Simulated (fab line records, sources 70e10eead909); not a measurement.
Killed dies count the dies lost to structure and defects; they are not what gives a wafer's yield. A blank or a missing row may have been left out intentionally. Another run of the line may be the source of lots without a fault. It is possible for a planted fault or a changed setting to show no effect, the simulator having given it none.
Matching of chambers :: flow nandHarc :: 4 sister chambers for NHARC_P_BONDPAD_CMP_32 on cmp-04
The step polishes SiCN, target thk 200 nm. 20 wafers are shown with their chamber, then 10 later ones without.

EACH WAFER AND ITS CHAMBER
wafer: L074.3
chamber: 3
motorCurrentA (A): 11.9
slurryFlowMlMin: 150.1
edgeZonePressureFrac: 0.999

wafer: L074.4
chamber: 0
motorCurrentA (A): 12.6
slurryFlowMlMin: 150.4
edgeZonePressureFrac: 1.005

wafer: L074.5
chamber: 0
motorCurrentA (A): 12.1
slurryFlowMlMin: 150.1
edgeZonePressureFrac: 0.996

wafer: L075.2
chamber: 2
motorCurrentA (A): 11.1
slurryFlowMlMin: 149.4
edgeZonePressureFrac: 0.993

wafer: L075.3
chamber: 3
motorCurrentA (A): 12.8
slurryFlowMlMin: 149.8
edgeZonePressureFrac: 1.004

wafer: L075.5
chamber: 2
motorCurrentA (A): 11.2
slurryFlowMlMin: 149.3
edgeZonePressureFrac: 0.993

wafer: L077.2
chamber: 1
motorCurrentA (A): 10.7
slurryFlowMlMin: 149.4
edgeZonePressureFrac: 1.003

wafer: L077.4
chamber: 2
motorCurrentA (A): 11.4
slurryFlowMlMin: 151.1
edgeZonePressureFrac: 1.002

wafer: L077.6
chamber: 3
motorCurrentA (A): 12.4
slurryFlowMlMin: 150.4
edgeZonePressureFrac: 0.994

wafer: L079.2
chamber: 0
motorCurrentA (A): 11.8
slurryFlowMlMin: 149.2
edgeZonePressureFrac: 0.996

wafer: L079.5
chamber: 1
motorCurrentA (A): 10.6
slurryFlowMlMin: 149.2
edgeZonePressureFrac: 0.997

wafer: L079.6
chamber: 2
motorCurrentA (A): 11.1
slurryFlowMlMin: 150.1
edgeZonePressureFrac: 1.003

wafer: L083.1
chamber: 0
motorCurrentA (A): 12.3
slurryFlowMlMin: 150.8
edgeZonePressureFrac: 1.001

wafer: L083.3
chamber: 3
motorCurrentA (A): 12.0
slurryFlowMlMin: 151.0
edgeZonePressureFrac: 0.996

wafer: L083.4
chamber: 1
motorCurrentA (A): 10.8
slurryFlowMlMin: 149.7
edgeZonePressureFrac: 1.005

wafer: L085.3
chamber: 2
motorCurrentA (A): 11.0
slurryFlowMlMin: 150.5
edgeZonePressureFrac: 0.998

wafer: L085.4
chamber: 1
motorCurrentA (A): 11.0
slurryFlowMlMin: 149.7
edgeZonePressureFrac: 1.000

wafer: L085.5
chamber: 0
motorCurrentA (A): 12.3
slurryFlowMlMin: 149.2
edgeZonePressureFrac: 1.005

wafer: L092.3
chamber: 0
motorCurrentA (A): 12.3
slurryFlowMlMin: 149.6
edgeZonePressureFrac: 1.004

wafer: L092.4
chamber: 1
motorCurrentA (A): 10.9
slurryFlowMlMin: 150.4
edgeZonePressureFrac: 0.999

SIGNATURES, as means of the wafers listed above
reading: motorCurrentA
chamber 0: 12.233
chamber 1: 10.800
chamber 2: 11.160
chamber 3: 12.275
scatter within a chamber: 0.257

reading: slurryFlowMlMin
chamber 0: 149.883
chamber 1: 149.680
chamber 2: 150.080
chamber 3: 150.325
scatter within a chamber: 0.616

reading: edgeZonePressureFrac
chamber 0: 1.00117
chamber 1: 1.00080
chamber 2: 0.99780
chamber 3: 0.99825
scatter within a chamber: 0.00418
Rule: for a wafer and a chamber, the distance is found by dividing, reading by reading, the gap between the wafer's reading and the chamber's mean by the reading's scatter, squaring, summing and taking the root. If the next closest chamber is less than 2 further off than the closest, the wafer can't be placed; otherwise it belongs to the closest. The scatter: take each reading less its chamber's mean, square it, sum over the shown wafers, divide by the number of wafers less the number of chambers, and take the root.

WAFERS WITHOUT THEIR CHAMBER
wafer: L092.6
motorCurrentA (A): 11.8
slurryFlowMlMin: 150.0
edgeZonePressureFrac: 0.996

wafer: L094.1
motorCurrentA (A): 11.3
slurryFlowMlMin: 150.4
edgeZonePressureFrac: 0.999

wafer: L094.3
motorCurrentA (A): 11.5
slurryFlowMlMin: 150.3
edgeZonePressureFrac: 0.998

wafer: L094.4
motorCurrentA (A): 12.7
slurryFlowMlMin: 149.2
edgeZonePressureFrac: 1.000

wafer: L095.3
motorCurrentA (A): 11.0
slurryFlowMlMin: 149.3
edgeZonePressureFrac: 0.999

wafer: L095.4
motorCurrentA (A): 13.2
slurryFlowMlMin: 149.7
edgeZonePressureFrac: 1.002

wafer: L095.6
motorCurrentA (A): 13.5
slurryFlowMlMin: 149.9
edgeZonePressureFrac: 0.996

wafer: L096.1
motorCurrentA (A): 12.8
slurryFlowMlMin: 149.8
edgeZonePressureFrac: 1.002

wafer: L096.3
motorCurrentA (A): 11.5
slurryFlowMlMin: 150.2
edgeZonePressureFrac: 1.006

wafer: L096.6
motorCurrentA (A): 11.8
slurryFlowMlMin: 149.9
edgeZonePressureFrac: 1.006

WHICH CHAMBER EACH WENT THROUGH
wafer: L092.6
from the rows above: can't be placed: 3 or 0 or 2
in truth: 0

wafer: L094.1
from the rows above: can't be placed: 2 or 1
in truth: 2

wafer: L094.3
from the rows above: can't be placed: 2 or 1 or 3 or 0
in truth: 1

wafer: L094.4
from the rows above: can't be placed: 0 or 3
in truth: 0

wafer: L095.3
from the rows above: can't be placed: 1 or 2
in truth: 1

wafer: L095.4
from the rows above: can't be placed: 0 or 3
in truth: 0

wafer: L095.6
from the rows above: can't be placed: 3 or 0
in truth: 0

wafer: L096.1
from the rows above: can't be placed: 0 or 3
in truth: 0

wafer: L096.3
from the rows above: can't be placed: 2 or 1 or 0 or 3
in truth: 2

wafer: L096.6
from the rows above: can't be placed: 0 or 3 or 2
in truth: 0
Correctly placed: 0 of 10. Not placeable from these rows: 10 (in 10, the candidates include the true chamber). Wrongly placed: 0.
